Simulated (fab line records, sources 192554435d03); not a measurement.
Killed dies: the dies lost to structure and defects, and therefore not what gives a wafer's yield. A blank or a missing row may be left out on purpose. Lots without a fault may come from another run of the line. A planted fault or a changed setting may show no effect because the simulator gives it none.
fab line records | flow n5Finfet
record: lots: 11 | wafers: 33 | lastDay: 20
route steps=1938 shown BEOL_M14@1766 BEOL_M15@1788
lots that met no fault: from a run of the same line without faults
startH: the number of hours between the record's first day and the start of the first shown wafer of the lot | waitH: hours elapsed since this lot's preceding step | " unchanged from the row above | L1.1+2: one row covering several wafers at once | - no value, or no start given | * or withheld: withheld | < > ~ a bound
route shown NAME@n: NAME is a module with steps in the file, n the number in the route of the first one | usual: mean/standard deviation taken from wafers without a fault | same: alike in all rows | chamber/n: place in a boat | sites: per-site readings | _std_site: how widely they spread, as a standard deviation | _edge_site: mean of outer sites minus mean of inner sites | radiusMm: how far each site lies from the wafer's centre | mask NAME#n: copy n | behind: the most recent tool/chamber to have shaped the wafer | hold: what put the lot on hold/how long, in hours/how the hold closed | device: which transistor (n, p or np) failed to switch | end of line: at the end of the route, the tests of the same wafers | where a step has no rows: the recipe by itself | killed: count of dies lost to structure and defects at first sort (not the wafer's yield) | map: a wafer's dies, marking killed ones x, the rest . and places with no die _
set.NAME: the setting that was run; set.NAME@STEP: the one run at that earlier step | model.NAME: the simulator's own value behind a step, which no gauge read
the route's steps for a sample of lots (tables are steps, rows are wafers)
services: from which hour (startH, from the record's first day; less than 0 if before it) a tool's chamber was out of use, for how many hours, and why
== steps ==
step: N5_BEOL_M14_ANNEAL_48
recipe: tempC: 225 | timeS: 90 | ambient: N2
usual: annealTempCMax: 226.2/0.72 | wafer_temp_C_max: 226.05/0.29
same: timeS: 90
lot.wafer | tool         | chamber | startH | waitH | annealTempCMax | wafer_temp_C_max
L413.1    | rtpAnneal-02 | 0       | 271.43 | 0.2   | 227.3          | 226.06
L413.3    | "            | 0       | "      | "     | 226.4          | 226.56
L413.5    | "            | 0       | "      | "     | 226.9          | 226.24
L416.2    | rtpAnneal-01 | 0       | 279.31 | 0.3   | 225.6          | 225.99
L416.5    | "            | 0       | "      | "     | 225.6          | 225.62
L416.6    | "            | 0       | "      | "     | 225.5          | 226.04
L418.1    | rtpAnneal-02 | 0       | 282.44 | 0.1   | 226.6          | 226.01
L418.3    | "            | 0       | "      | "     | 226.9          | 226.14
L418.5    | "            | 0       | "      | "     | 226.4          | 226.22
L414.2    | rtpAnneal-01 | 0       | 284.88 | 0.2   | 225.5          | 225.67
L414.3    | "            | 0       | "      | "     | 225.5          | 225.77
L414.6    | "            | 0       | "      | "     | 225.4          | 226.00
L417.1    | rtpAnneal-01 | 0       | 296.77 | 0.1   | 225.6          | 225.89
L417.4    | "            | 0       | "      | "     | 225.6          | 226.01
L417.6    | "            | 0       | "      | "     | 225.6          | 226.02
L420.2    | rtpAnneal-02 | 0       | 305.01 | 0.3   | 227.0          | 226.34
L420.5    | "            | 0       | "      | "     | 226.6          | 226.31
L420.6    | "            | 0       | "      | "     | 227.0          | 226.06
L426.1    | rtpAnneal-01 | 0       | 393.75 | 0.2   | 225.5          | 226.28
L426.4    | "            | 0       | "      | "     | 225.5          | 225.71
L426.6    | "            | 0       | "      | "     | 225.6          | 225.62
L432.3    | rtpAnneal-02 | 0       | 408.99 | 0.4   | 227.5          | 226.28
L432.4    | "            | 0       | "      | "     | 227.3          | 226.01
L432.5    | "            | 0       | "      | "     | 227.5          | 226.38
L430.1    | rtpAnneal-02 | 0       | 421.61 | 0.1   | 227.0          | 226.24
L430.3    | "            | 0       | "      | "     | 227.0          | 226.41
L430.6    | "            | 0       | "      | "     | 227.2          | 226.70
L436.1    | rtpAnneal-01 | 0       | 430.49 | 0.1   | 225.9          | 226.11
L436.2    | "            | 0       | "      | "     | 225.6          | 226.11
L436.5    | "            | 0       | "      | "     | 225.5          | 226.14
L435.2    | rtpAnneal-02 | 0       | 450.53 | 0.4   | 227.2          | 226.26
L435.3    | "            | 0       | "      | "     | 226.6          | 225.82
L435.6    | "            | 0       | "      | "     | 226.6          | 226.35
step: N5_BEOL_M15_VIA_ETCH_16
recipe: chemistry: C4F8/O2/Ar | target: SiO2 | heInnerTorr: 15 | heOuterTorr: 30 | targetDepthA: 17922 | timeS: withheld | ionEnergyEv: 800 | pressureMtorr: 20 | sourceW: 1905 | biasW: 2040 | Ar_flow_sccm: 400 | C4F8_flow_sccm: 16 | O2_flow_sccm: 12 | ends: cleared
usual: chamberPressureMTorr: 20.001/0.018 | drypumpMotorCurrentA: 5.6/0.46 | mfcArSccm: 400.0/1.3 | oesProductAu: 0.73/0.075 | rfVppV: 2219/20 | showerheadPlenumPTorr: 3.45/0.12 | throttleValvePct: 30.90/0.18
lot.wafer | tool       | chamber | startH | waitH | chamberPressureMTorr | drypumpMotorCurrentA | mfcArSccm | oesProductAu | rfVppV | showerheadPlenumPTorr | throttleValvePct
L413.1    | rieDiel-03 | 0       | 272.96 | 0.0   | 19.994               | 4.8                  | 399.1     | 0.72         | 2215   | 3.36                  | 30.76
L413.3    | "          | 2       | "      | "     | 20.021               | 5.3                  | 400.1     | 0.86         | 2247   | 3.64                  | 30.81
L413.5    | "          | 2       | "      | "     | 19.999               | 5.3                  | 400.9     | 0.87         | 2247   | 3.64                  | 30.83
L416.2    | rieDiel-02 | 0       | 281.57 | 0.0   | 20.021               | 5.6                  | 399.7     | 0.77         | 2197   | 3.36                  | 30.88
L416.5    | "          | 0       | "      | "     | 20.035               | 5.6                  | 397.2     | 0.78         | 2198   | 3.36                  | 30.88
L416.6    | "          | 3       | "      | "     | 20.013               | 5.8                  | 398.3     | 0.68         | 2196   | 3.32                  | 31.21
L418.1    | rieDiel-03 | 2       | 284.02 | 0.0   | 19.995               | 5.3                  | 398.6     | 0.84         | 2248   | 3.64                  | 30.83
L418.3    | "          | 0       | "      | "     | 19.996               | 4.7                  | 399.6     | 0.72         | 2213   | 3.36                  | 30.76
L418.5    | "          | 3       | "      | "     | 20.045               | 5.5                  | 401.2     | 0.77         | 2245   | 3.62                  | 30.65
L414.2    | rieDiel-02 | 3       | 286.50 | 0.0   | 20.012               | 5.8                  | 399.6     | 0.68         | 2197   | 3.32                  | 31.25
L414.3    | "          | 1       | "      | "     | 20.005               | 6.3                  | 400.5     | 0.78         | 2211   | 3.51                  | 30.88
L414.6    | "          | 3       | "      | "     | 20.018               | 5.8                  | 397.9     | 0.69         | 2196   | 3.32                  | 31.24
L417.1    | rieDiel-06 | 2       | 298.40 | 0.0   | 20.021               | 6.4                  | 400.0     | 0.65         | 2199   | 3.29                  | 30.70
L417.4    | "          | 1       | "      | "     | 19.989               | 5.6                  | 398.9     | 0.62         | 2242   | 3.52                  | 31.22
L417.6    | "          | 3       | "      | "     | 19.982               | 5.5                  | 398.9     | 0.61         | 2214   | 3.41                  | 31.24
L420.2    | rieDiel-06 | 2       | 306.75 | 0.0   | 20.020               | 6.5                  | 399.7     | 0.67         | 2197   | 3.29                  | 30.67
L420.5    | "          | 0       | "      | "     | 19.966               | 5.2                  | 401.1     | 0.80         | 2200   | 3.38                  | 30.90
L420.6    | "          | 3       | "      | "     | 19.979               | 5.4                  | 401.0     | 0.62         | 2215   | 3.41                  | 31.26
L426.1    | rieDiel-03 | 2       | 395.41 | 0.0   | 20.003               | 5.3                  | 401.4     | 0.79         | 2247   | 3.62                  | 30.87
L426.4    | "          | 0       | "      | "     | 20.006               | 4.7                  | 399.2     | 0.69         | 2212   | 3.34                  | 30.77
L426.6    | "          | 2       | "      | "     | 19.977               | 5.3                  | 400.9     | 0.79         | 2245   | 3.62                  | 30.85
L432.3    | rieDiel-06 | 0       | 410.57 | 0.0   | 19.967               | 5.2                  | 398.7     | 0.76         | 2197   | 3.36                  | 30.90
L432.4    | "          | 1       | "      | "     | 20.020               | 5.6                  | 397.6     | 0.88         | 2242   | 3.51                  | 30.94
L432.5    | "          | 0       | "      | "     | 20.012               | 5.2                  | 399.3     | 0.76         | 2199   | 3.36                  | 30.91
L430.1    | rieDiel-02 | 0       | 423.38 | 0.0   | 19.984               | 5.6                  | 401.4     | 0.74         | 2194   | 3.34                  | 30.93
L430.3    | "          | 2       | "      | "     | 20.013               | 6.0                  | 400.4     | 0.62         | 2228   | 3.53                  | 31.00
L430.6    | "          | 0       | "      | "     | 19.991               | 5.7                  | 402.1     | 0.74         | 2194   | 3.34                  | 30.93
L436.1    | rieDiel-06 | 2       | 432.00 | 0.0   | 19.985               | 6.5                  | 399.1     | 0.63         | 2196   | 3.27                  | 30.72
L436.2    | "          | 0       | "      | "     | 19.982               | 5.2                  | 400.6     | 0.76         | 2198   | 3.36                  | 30.91
L436.5    | "          | 2       | "      | "     | 19.967               | 6.4                  | 398.5     | 0.63         | 2196   | 3.27                  | 30.73
L435.2    | rieDiel-06 | 0       | 452.00 | 0.0   | 20.011               | 5.2                  | 401.5     | 0.74         | 2198   | 3.36                  | 30.92
L435.3    | "          | 3       | "      | "     | 20.027               | 5.4                  | 401.1     | 0.83         | 2212   | 3.39                  | 30.99
L435.6    | "          | 1       | "      | "     | 20.038               | 5.6                  | 399.9     | 0.83         | 2241   | 3.50                  | 30.94
step: N5_BEOL_M15_CD_MEAS_17
recipe: targetCdNm: 360 | polarity: opening
usual: cdNm: 361.3/1.7
lot.wafer | tool     | chamber | startH | waitH | cdNm
L413.1    | cdSem-01 | -       | 273.37 | 0.0   | 361.3
L413.3    | "        | -       | "      | "     | 361.4
L413.5    | "        | -       | "      | "     | 362.2
L416.2    | cdSem-02 | -       | 281.99 | 0.0   | 361.9
L416.5    | "        | -       | "      | "     | 364.3
L416.6    | "        | -       | "      | "     | 361.8
L418.1    | cdSem-02 | -       | 284.44 | 0.0   | 359.9
L418.3    | "        | -       | "      | "     | 360.0
L418.5    | "        | -       | "      | "     | 361.3
L414.2    | cdSem-01 | -       | 286.92 | 0.0   | 358.7
L414.3    | "        | -       | "      | "     | 357.7
L414.6    | "        | -       | "      | "     | 359.5
L417.1    | cdSem-01 | -       | 298.82 | 0.0   | 364.8
L417.4    | "        | -       | "      | "     | 363.7
L417.6    | "        | -       | "      | "     | 362.4
L420.2    | cdSem-02 | -       | 307.16 | 0.0   | 361.4
L420.5    | "        | -       | "      | "     | 361.1
L420.6    | "        | -       | "      | "     | 360.7
L426.1    | cdSem-02 | -       | 395.82 | 0.0   | 362.3
L426.4    | "        | -       | "      | "     | 359.8
L426.6    | "        | -       | "      | "     | 361.5
L432.3    | cdSem-02 | -       | 411.02 | 0.0   | 357.7
L432.4    | "        | -       | "      | "     | 360.2
L432.5    | "        | -       | "      | "     | 362.1
L430.1    | cdSem-01 | -       | 423.79 | 0.0   | 361.0
L430.3    | "        | -       | "      | "     | 360.6
L430.6    | "        | -       | "      | "     | 361.6
L436.1    | cdSem-01 | -       | 432.41 | 0.0   | 359.7
L436.2    | "        | -       | "      | "     | 360.4
L436.5    | "        | -       | "      | "     | 360.0
L435.2    | cdSem-03 | -       | 452.41 | 0.0   | 360.3
L435.3    | "        | -       | "      | "     | 360.9
L435.6    | "        | -       | "      | "     | 360.9
step: N5_BEOL_M15_COAT_60
recipe: resist: BARC | tempC: 205 | timeS: 60 | spinRpm: 1500 | resistThkNm: 89
usual: spinSpeedRpm: 1500.1/0.85
same: timeS: 60
lot.wafer | tool          | chamber | startH | waitH | spinSpeedRpm
L413.1    | lithoTrack-04 | 0       | 273.98 | 0.3   | 1501.2
L413.3    | "             | 0       | "      | "     | 1500.2
L413.5    | "             | 0       | "      | "     | 1501.7
L416.2    | lithoTrack-04 | 0       | 282.62 | 0.3   | 1500.7
L416.5    | "             | 0       | "      | "     | 1501.3
L416.6    | "             | 0       | "      | "     | 1501.9
L418.1    | lithoTrack-04 | 0       | 285.04 | 0.3   | 1500.2
L418.3    | "             | 0       | "      | "     | 1500.5
L418.5    | "             | 0       | "      | "     | 1499.0
L414.2    | lithoTrack-03 | 0       | 287.60 | 0.3   | 1500.0
L414.3    | "             | 0       | "      | "     | 1501.3
L414.6    | "             | 0       | "      | "     | 1500.8
L417.1    | lithoTrack-04 | 0       | 299.42 | 0.3   | 1501.6
L417.4    | "             | 0       | "      | "     | 1499.8
L417.6    | "             | 0       | "      | "     | 1499.4
L420.2    | lithoTrack-03 | 0       | 307.95 | 0.3   | 1502.2
L420.5    | "             | 0       | "      | "     | 1501.0
L420.6    | "             | 0       | "      | "     | 1501.3
L426.1    | lithoTrack-04 | 0       | 396.64 | 0.3   | 1828.4
L426.4    | "             | 0       | "      | "     | 1828.4
L426.6    | "             | 0       | "      | "     | 1829.1
L432.3    | lithoTrack-03 | 0       | 411.62 | 0.3   | 1498.5
L432.4    | "             | 0       | "      | "     | 1500.3
L432.5    | "             | 0       | "      | "     | 1500.3
L430.1    | lithoTrack-04 | 0       | 424.42 | 0.3   | 1829.4
L430.3    | "             | 0       | "      | "     | 1829.5
L430.6    | "             | 0       | "      | "     | 1827.2
L436.1    | lithoTrack-03 | 0       | 433.25 | 0.3   | 1501.8
L436.2    | "             | 0       | "      | "     | 1499.0
L436.5    | "             | 0       | "      | "     | 1498.6
L435.2    | lithoTrack-05 | 0       | 453.01 | 0.3   | 1501.0
L435.3    | "             | 0       | "      | "     | 1500.5
L435.6    | "             | 0       | "      | "     | 1500.0
== services ==
tool          | chamber | startH | hours | kind
rieDiel-06    | 3       | 252.54 | 2.8   | repair
rieDiel-03    | 1       | 260.48 | 6.6   | repair
rieDiel-03    | 1       | 280.85 | -     | clean
rieDiel-03    | 1       | 280.85 | -     | consumableReplace:focusRing
rieDiel-03    | 1       | 280.85 | 20.3  | scheduledDown
rieDiel-03    | 1       | 280.85 | 20.3  | ventCycle
rieDiel-03    | 3       | 318.68 | 3.2   | repair
rieDiel-06    | 3       | 326.10 | 3.0   | repair
rieDiel-06    | 1       | 356.46 | -     | clean
rieDiel-06    | 1       | 356.46 | -     | consumableReplace:focusRing
rieDiel-06    | 1       | 356.46 | 29.5  | scheduledDown
rieDiel-06    | 1       | 356.46 | 29.5  | ventCycle
rieDiel-03    | 2       | 381.01 | 1.2   | repair
rieDiel-02    | -       | 383.04 | 0.7   | repair
rieDiel-06    | -       | 385.21 | 14.6  | pm
lithoTrack-03 | -       | 386.17 | -     | consumableReplace:filter
rieDiel-03    | 1       | 388.62 | 8.8   | repair
rieDiel-06    | 3       | 399.81 | -     | clean
rieDiel-06    | 3       | 399.81 | -     | consumableReplace:focusRing
rieDiel-06    | 3       | 399.81 | 20.3  | scheduledDown
rieDiel-06    | 3       | 399.81 | 20.3  | ventCycle
lithoTrack-04 | -       | 405.45 | -     | consumableReplace:filter
rieDiel-02    | 2       | 428.98 | 2.7   | repair
== key ==
firstSign: step: N5_BEOL_M15_COAT_60 | reading: spinSpeedRpm | direction: up | sigmas: 99+ | usual: * | struck: *
effect none on later readings
metAt N5_BEOL_M15_COAT_60
struckLots L426,L430
notActingAt N5_BEOL_M14_ANNEAL_48,N5_BEOL_M15_VIA_ETCH_16,N5_BEOL_M15_CD_MEAS_17
onsetBetween 299.42 396.64
fault: kind: processParameterDrift | tool: lithoTrack-04 | chamber: - | onsetH: 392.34 | steps: N5_BEOL_M15_COAT_60 | channel: spinRpm | offset: * | shape: step | endH: 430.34 | actsIn: * | stated: *
